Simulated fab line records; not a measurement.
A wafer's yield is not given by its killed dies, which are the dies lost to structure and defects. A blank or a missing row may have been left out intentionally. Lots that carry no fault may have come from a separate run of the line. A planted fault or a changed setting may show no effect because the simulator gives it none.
Matching of chambers | flow nand harc | NHARC_A_CONTACT_DEP_85 on pecvd-03: 3 sister chambers
The step deposits SiON, target thk 50 nm. 3 wafers are shown with their chamber, then 7 later ones without.

== WAFERS, EACH WITH ITS CHAMBER ==
wafer  | chamber | heater power w (W)
L288.5 | 0       | 839
L307.1 | 1       | 638
L307.3 | 2       | 714

== WAFERS MISSING THEIR CHAMBER ==
wafer  | heater power w (W)
L307.4 | 738
L308.1 | 774
L308.3 | 656
L308.4 | 749
L309.2 | 761
L309.4 | 834
L309.6 | 625

== WHICH CHAMBER EACH WENT THROUGH ==
wafer  | from the rows above     | in truth
L307.4 | 2                       | 2
L308.1 | can't be placed: 2 or 0 | 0
L308.3 | can't be placed: 1 or 2 | 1
L308.4 | can't be placed: 2 or 0 | 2
L309.2 | can't be placed: 2 or 0 | 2
L309.4 | 0                       | 0
L309.6 | 1                       | 1
Correct placement for 3 of the 7. Cannot be placed on the basis of these rows: 4; the candidates contain the true chamber in 4. Placed wrongly: 0.
How it was worked out, from the rows above alone: a wafer's distance from a chamber is the root of the sum, over the readings, of the square of ((its reading less the chamber's mean) divided by the reading's scatter). The wafer belongs to the nearest chamber; if the next one is less than 2 further off, it can't be placed. The mean given for a chamber averages the wafers shown for that chamber. The scatter: with one shown wafer a chamber, the root of the mean of the squares of how far each hidden wafer lies from its nearest shown one.
